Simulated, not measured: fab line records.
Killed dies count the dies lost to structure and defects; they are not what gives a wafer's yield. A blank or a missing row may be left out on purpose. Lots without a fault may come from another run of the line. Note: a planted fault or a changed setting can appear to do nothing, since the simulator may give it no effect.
Which tool did it?	flow n5-finfet	19 lots, 57 wafers sampled, at 6 steps of a route of 1938

## WHAT THE GAUGES SHOWED, per wafer
The record lacks any reading of a measuring or inspecting step that a usual standard deviation could be used to judge.

## TOOL THAT RAN EACH LOT (tool first, then ch and the chambers of the sampled wafers, then the start)
lot	N5_ZERO_LAYER_ETCH_17	N5_FIN_SAQP_DESCUM_21	N5_FIN_SAQP_ETCH_52	N5_FIN_SAQP_STRIP_55	N5_FIN_SAQP_SPACER1_ALD_24	N5_FIN_SAQP_STRIP_70
L074	rie-diel-02 ch 1,2,3, day 1 12:43	rie-diel-01 ch 0,3, day 1 23:26	rie-diel-01 ch 0,3, day 1 23:31	rie-diel-01 ch 0,2, day 1 23:52	ald-sin-04 ch 1,2,3, day 2 00:34	rie-diel-06 ch 0,3, day 2 02:26
L075	rie-diel-05 ch 0,2,3, day 1 18:50	rie-diel-06 ch 1,2, day 2 10:42	rie-diel-06 ch 1,2, day 2 10:48	rie-diel-06 ch 2,3, day 2 11:20	ald-sin-01 ch 1,2,3, day 2 12:05	rie-diel-06 ch 1,2, day 2 14:17
L078	rie-diel-05 ch 0,1,2, day 2 12:53	rie-diel-01 ch 0,1, day 2 23:07	rie-diel-01 ch 0,1, day 2 23:12	rie-diel-06 ch 0,2, day 2 23:32	ald-sin-01 ch 0,1, day 3 00:14	rie-diel-01 ch 1,3, day 3 01:58
L079	rie-diel-04 ch 0,1, day 2 18:52	rie-diel-03 ch 0,1,2, day 3 03:55	rie-diel-03 ch 0,1,2, day 3 04:00	rie-diel-03 ch 0,1, day 3 04:18	ald-sin-03 ch 0,3, day 3 05:38	rie-diel-06 ch 0,1,2, day 3 07:31
L080	rie-diel-02 ch 0,2, day 3 00:43	rie-diel-03 ch 1,2, day 3 09:52	rie-diel-03 ch 1,2, day 3 09:58	rie-diel-03 ch 0,1,2, day 3 10:15	ald-sin-03 ch 0,1,3, day 3 10:57	rie-diel-06 ch 1,2, day 3 12:41
L081	rie-diel-05 ch 0,3, day 3 06:52	rie-diel-03 ch 0,2, day 3 15:45	rie-diel-03 ch 0,2, day 3 15:50	rie-diel-06 ch 1,2,3, day 3 16:08	ald-sin-01 ch 1,2,3, day 3 16:50	rie-diel-01 ch 0,3, day 3 18:34
L082	rie-diel-04 ch 0,1,3, day 3 12:52	rie-diel-01 ch 1,3, day 3 21:48	rie-diel-01 ch 1,3, day 3 21:53	rie-diel-01 ch 0,1,3, day 3 22:11	ald-sin-04 ch 1,2,3, day 3 22:53	rie-diel-06 ch 0,1, day 4 00:42
L084	rie-diel-02 ch 0,1, day 4 00:53	rie-diel-01 ch 0,1, day 4 12:07	rie-diel-01 ch 0,1, day 4 12:13	rie-diel-06 ch 0,1,3, day 4 12:31	ald-sin-01 ch 1,2,3, day 4 13:26	rie-diel-01 ch 1,2,3, day 4 15:21
L085	rie-diel-02 ch 0,1,2, day 4 07:28	rie-diel-01 ch 0,1,3, day 4 19:33	rie-diel-01 ch 0,1,3, day 4 19:38	rie-diel-01 ch 1,2,3, day 4 19:59	ald-sin-01 ch 0,2, day 4 21:45	rie-diel-06 ch 0,1,2, day 4 23:46
L086	rie-diel-04 ch 0,1,2, day 4 13:19	rie-diel-06 ch 0,1,2, day 4 23:53	rie-diel-06 ch 0,1,2, day 4 23:58	rie-diel-01 ch 0,1, day 5 00:16	ald-sin-04 ch 1,2, day 5 01:00	rie-diel-06 ch 0,1,2, day 5 02:47
L087	rie-diel-02 ch 1,2,3, day 4 18:46	rie-diel-01 ch 1,3, day 5 04:28	rie-diel-01 ch 1,3, day 5 04:33	rie-diel-01 ch 0,1, day 5 04:50	ald-sin-04 ch 0,1,2, day 5 06:16	rie-diel-06 ch 1,2,3, day 5 08:01
L088	rie-diel-04 ch 0,1,2, day 5 00:50	rie-diel-01 ch 1,3, day 5 11:41	rie-diel-01 ch 1,3, day 5 11:46	rie-diel-03 ch 2,3, day 5 12:05	ald-sin-04 ch 1,2,3, day 5 12:49	rie-diel-01 ch 0,1, day 5 14:40
L089	rie-diel-04 ch 0,3, day 5 07:14	rie-diel-06 ch 1,2, day 5 16:51	rie-diel-06 ch 1,2, day 5 16:56	rie-diel-03 ch 0,2, day 5 17:14	ald-sin-03 ch 1,2,3, day 5 17:56	rie-diel-01 ch 0,2, day 5 19:41
L092	rie-diel-04 ch 1,2, day 6 00:43	rie-diel-03 ch 0,1,2, day 6 09:43	rie-diel-03 ch 0,1,2, day 6 09:48	rie-diel-03 ch 0,1,3, day 6 10:05	ald-sin-03 ch 1,2, day 6 10:48	rie-diel-03 ch 1,2, day 6 12:32
L093	rie-diel-04 ch 1,2,3, day 6 06:44	rie-diel-06 ch 0,2, day 6 15:41	rie-diel-06 ch 0,2, day 6 15:47	rie-diel-06 ch 2,3, day 6 16:05	ald-sin-01 ch 0,2,3, day 6 16:52	rie-diel-01 ch 1,2,3, day 6 19:05
L094	rie-diel-02 ch 0,2,3, day 6 12:52	rie-diel-06 ch 0,2,3, day 6 23:45	rie-diel-06 ch 0,2,3, day 6 23:50	rie-diel-06 ch 0,1,2, day 7 00:10	ald-sin-01 ch 0,3, day 7 00:52	rie-diel-01 ch 1,2, day 7 02:44
L095	rie-diel-02 ch 1,2,3, day 6 19:10	rie-diel-03 ch 0,1,3, day 7 06:22	rie-diel-03 ch 0,1,3, day 7 06:27	rie-diel-06 ch 0,1,3, day 7 06:44	ald-sin-04 ch 0,1,3, day 7 07:29	rie-diel-01 ch 0,1,2, day 7 09:15
L096	rie-diel-02 ch 1,2,3, day 7 01:16	rie-diel-01 ch 0,2,3, day 7 11:25	rie-diel-01 ch 0,2,3, day 7 11:31	rie-diel-03 ch 2,3, day 7 11:48	ald-sin-03 ch 1,2,3, day 7 12:30	rie-diel-03 ch 0,1,3, day 7 14:14
L097	rie-diel-02 ch 0,2,3, day 7 06:43	rie-diel-03 ch 1,2,3, day 7 16:55	rie-diel-03 ch 1,2,3, day 7 17:00	rie-diel-03 ch 0,1,2, day 7 17:17	ald-sin-04 ch 0,2,3, day 7 17:59	rie-diel-03 ch 1,2,3, day 7 19:44
- N5_ZERO_LAYER_ETCH_17: etches SiO2 in CF4, target depth 12 nm, time 13.3 s.
- N5_FIN_SAQP_DESCUM_21: chemistry O2, time 7.9 s.
- N5_FIN_SAQP_ETCH_52: etches SOC in N2/H2, target depth 100 nm, overetch 20 nm, time 150 s.
- N5_FIN_SAQP_STRIP_55: strips in N2/H2.
- N5_FIN_SAQP_SPACER1_ALD_24: deposits SiO2, target thk 20.3 nm, pulse time 1 s, purge time 2 s.
- N5_FIN_SAQP_STRIP_70: strips in N2/H2.

## WHAT THE TOOLS THEMSELVES READ (means of the sampled wafers that have a number; where no wafer has one, the mark that the record gives instead)
N5_ZERO_LAYER_ETCH_17.
lot	tool	drypump-motor-current-A (A)	oes-product-au (a.u.)	rf-vpp-V (V)	showerhead-plenum-p-Torr (Torr)	throttle-valve-pct (%)
L074	rie-diel-02	5.6	0.73	948	2.14	15.88
L075	rie-diel-05	5.8	0.73	950	2.15	15.80
L078	rie-diel-05	5.9	0.72	950	2.15	15.71
L079	rie-diel-04	5.9	0.71	942	2.06	15.76
L080	rie-diel-02	5.8	0.74	948	2.14	15.96
L081	rie-diel-05	6.1	0.73	951	2.19	15.89
L082	rie-diel-04	5.5	0.68	945	2.09	15.65
L084	rie-diel-02	5.9	0.75	952	2.20	15.81
L085	rie-diel-02	5.9	0.74	950	2.17	15.90
L086	rie-diel-04	5.5	0.75	945	2.09	15.64
L087	rie-diel-02	5.6	0.80	954	2.21	15.76
L088	rie-diel-04	5.4	0.75	945	2.09	15.65
L089	rie-diel-04	5.1	0.86	948	2.13	15.23
L092	rie-diel-04	5.8	0.75	945	2.10	15.82
L093	rie-diel-04	5.4	0.82	948	2.14	15.53
L094	rie-diel-02	5.6	0.78	950	2.18	15.75
L095	rie-diel-02	5.6	0.79	952	2.21	15.79
L096	rie-diel-02	5.6	0.78	952	2.21	15.79
L097	rie-diel-02	5.7	0.78	951	2.18	15.76

N5_FIN_SAQP_DESCUM_21.
lot	tool	drypump-motor-current-A (A)	o2-flow-sccm (sccm)	oes-product-au (a.u.)	rf-vpp-V (V)	showerhead-plenum-p-Torr (Torr)	throttle-valve-pct (%)
L074	rie-diel-01	6.4	224.9	0.81	244.2	2.17	20.6
L075	rie-diel-06	5.8	226.1	0.77	245.0	2.11	20.3
L078	rie-diel-01	6.3	225.8	0.80	243.4	2.13	20.4
L079	rie-diel-03	5.7	224.3	0.81	243.1	2.12	20.5
L080	rie-diel-03	5.5	225.2	0.83	244.3	2.12	20.3
L081	rie-diel-03	5.9	225.2	0.76	242.6	2.11	20.6
L082	rie-diel-01	6.1	225.5	0.73	242.7	2.07	20.7
L084	rie-diel-01	6.1	225.3	0.76	243.3	2.06	20.3
L085	rie-diel-01	6.2	225.8	0.76	242.5	2.09	20.5
L086	rie-diel-06	5.9	225.2	0.77	244.3	2.14	20.4
L087	rie-diel-01	6.0	225.3	0.73	242.3	2.02	20.4
L088	rie-diel-01	6.0	224.5	0.73	241.8	2.02	20.4
L089	rie-diel-06	5.8	225.2	0.74	243.7	2.10	20.4
L092	rie-diel-03	5.7	225.4	0.77	242.6	2.11	20.5
L093	rie-diel-06	5.6	225.3	0.79	245.1	2.16	20.4
L094	rie-diel-06	5.5	225.6	0.80	243.8	2.14	20.4
L095	rie-diel-03	6.0	224.8	0.81	242.8	2.09	20.5
L096	rie-diel-01	6.3	224.8	0.81	244.3	2.14	20.7
L097	rie-diel-03	5.7	225.4	0.81	241.7	2.07	20.2

N5_FIN_SAQP_ETCH_52.
lot	tool	drypump-motor-current-A (A)	h2-flow-sccm (sccm)	oes-product-au (a.u.)	rf-vpp-V (V)	showerhead-plenum-p-Torr (Torr)	throttle-valve-pct (%)
L074	rie-diel-01	6.4	199.8	0.72	526.8	2.63	17.93
L075	rie-diel-06	5.8	200.3	0.69	525.4	2.59	17.84
L078	rie-diel-01	6.3	199.3	0.72	525.0	2.59	17.74
L079	rie-diel-03	5.7	200.1	0.71	525.0	2.56	17.81
L080	rie-diel-03	5.5	200.0	0.74	524.2	2.59	17.84
L081	rie-diel-03	5.9	199.6	0.68	523.9	2.54	17.81
L082	rie-diel-01	6.0	200.3	0.67	522.0	2.49	17.94
L084	rie-diel-01	6.1	200.1	0.69	523.5	2.50	17.67
L085	rie-diel-01	6.2	199.3	0.68	523.5	2.53	17.87
L086	rie-diel-06	5.9	199.9	0.68	525.6	2.61	17.83
L087	rie-diel-01	6.0	200.0	0.66	522.4	2.45	17.77
L088	rie-diel-01	6.0	199.6	0.66	522.0	2.45	17.77
L089	rie-diel-06	5.8	200.3	0.67	524.3	2.57	17.89
L092	rie-diel-03	5.7	200.1	0.68	524.4	2.55	17.86
L093	rie-diel-06	5.6	200.8	0.70	526.7	2.61	17.67
L094	rie-diel-06	5.5	200.1	0.72	525.7	2.59	17.69
L095	rie-diel-03	6.0	199.9	0.71	523.5	2.52	17.75
L096	rie-diel-01	6.3	200.3	0.72	525.1	2.59	17.98
L097	rie-diel-03	5.7	200.2	0.72	523.6	2.54	17.71

N5_FIN_SAQP_STRIP_55.
lot	tool	drypump-motor-current-A (A)	h2-flow-sccm (sccm)	oes-product-au (a.u.)	rf-vpp-V (V)	showerhead-plenum-p-Torr (Torr)	throttle-valve-pct (%)
L074	rie-diel-01	6.3	300.6	0.74	123.0	3.47	19.09
L075	rie-diel-06	5.3	301.5	0.70	122.8	3.41	19.02
L078	rie-diel-06	5.5	300.7	0.81	122.7	3.42	18.58
L079	rie-diel-03	5.7	300.7	0.82	122.3	3.40	18.78
L080	rie-diel-03	5.7	300.1	0.79	121.6	3.38	18.79
L081	rie-diel-06	5.7	299.9	0.82	122.0	3.42	18.92
L082	rie-diel-01	6.1	299.2	0.77	123.6	3.35	18.90
L084	rie-diel-06	5.8	299.8	0.82	121.8	3.47	18.80
L085	rie-diel-01	6.1	299.7	0.82	121.7	3.32	18.80
L086	rie-diel-01	6.3	300.4	0.79	124.2	3.41	18.90
L087	rie-diel-01	6.1	300.1	0.77	122.2	3.30	18.69
L088	rie-diel-03	6.0	301.0	0.85	122.0	3.31	18.57
L089	rie-diel-03	5.6	300.8	0.74	121.1	3.36	18.87
L092	rie-diel-03	5.9	299.8	0.81	120.8	3.33	18.70
L093	rie-diel-06	5.3	300.0	0.82	121.3	3.40	18.73
L094	rie-diel-06	5.9	299.9	0.75	122.2	3.44	18.85
L095	rie-diel-06	5.9	299.7	0.80	123.2	3.46	18.84
L096	rie-diel-03	6.0	299.6	0.82	121.3	3.30	18.59
L097	rie-diel-03	5.7	300.4	0.76	121.4	3.37	18.88

N5_FIN_SAQP_SPACER1_ALD_24.
lot	tool	heater-power-w (W)	precursor-pulse-height-rel
L074	ald-sin-04	499	1.016
L075	ald-sin-01	435	1.017
L078	ald-sin-01	445	0.999
L079	ald-sin-03	505	1.008
L080	ald-sin-03	471	0.980
L081	ald-sin-01	425	0.999
L082	ald-sin-04	498	0.999
L084	ald-sin-01	434	0.972
L085	ald-sin-01	445	0.990
L086	ald-sin-04	502	0.993
L087	ald-sin-04	492	0.995
L088	ald-sin-04	508	1.019
L089	ald-sin-03	468	0.995
L092	ald-sin-03	505	1.009
L093	ald-sin-01	406	0.991
L094	ald-sin-01	389	1.007
L095	ald-sin-04	497	1.009
L096	ald-sin-03	473	0.993
L097	ald-sin-04	508	1.002

N5_FIN_SAQP_STRIP_70.
lot	tool	drypump-motor-current-A (A)	h2-flow-sccm (sccm)	oes-product-au (a.u.)	rf-vpp-V (V)	showerhead-plenum-p-Torr (Torr)	throttle-valve-pct (%)
L074	rie-diel-06	5.4	300.9	0.72	123.3	3.46	18.9
L075	rie-diel-06	5.8	299.9	0.77	121.5	3.41	18.9
L078	rie-diel-01	6.0	300.0	0.75	122.0	3.25	18.7
L079	rie-diel-06	5.9	300.3	0.78	122.7	3.45	18.8
L080	rie-diel-06	5.8	299.6	0.76	121.5	3.40	18.9
L081	rie-diel-01	6.4	300.2	0.79	122.5	3.45	19.1
L082	rie-diel-06	6.0	301.1	0.80	121.9	3.50	18.7
L084	rie-diel-01	6.1	299.1	0.83	122.2	3.32	18.8
L085	rie-diel-06	5.9	300.4	0.77	123.2	3.44	18.9
L086	rie-diel-06	5.9	300.3	0.77	121.8	3.44	18.8
L087	rie-diel-06	5.7	300.3	0.79	122.7	3.42	18.9
L088	rie-diel-01	6.1	300.7	0.75	122.3	3.30	18.7
L089	rie-diel-01	6.3	300.5	0.92	121.9	3.45	18.8
L092	rie-diel-03	5.4	300.4	0.78	121.8	3.39	18.9
L093	rie-diel-01	6.1	300.1	0.80	121.7	3.32	18.8
L094	rie-diel-01	6.1	299.1	0.87	121.7	3.35	18.6
L095	rie-diel-01	6.2	299.9	0.81	121.3	3.37	18.8
L096	rie-diel-03	6.0	300.1	0.80	122.0	3.33	18.7
L097	rie-diel-03	5.7	299.5	0.81	122.0	3.35	18.7

## THE ANSWER, worked out from the rows above alone
Rule: the usual values come from the lots themselves. The widest of any qualifying gaps counts: lots, ordered by their means at a reading, are off when they make up no more than a third of the lots, leave a main group of 4 or more, and stand apart from it by 3 or more times the standard deviation of that group's means. If all means in a main group match to the digits the tables above print for the reading, that group is not used. A lot without any number at a reading at which 4 lots or more have one is off too. Where the step has rows for the other lots, those lots are counted as sound. After the gauges, taken in route order, come the tools' own readings; for these a lot's mean is taken, as printed above. At the first step where some lot is off, the reading lying furthest off is the one used; lots without a number count as furthest.
No lot is off on any of the readings shown, so nothing can be concluded from this.

## WHAT THE SIMULATOR PUT IN
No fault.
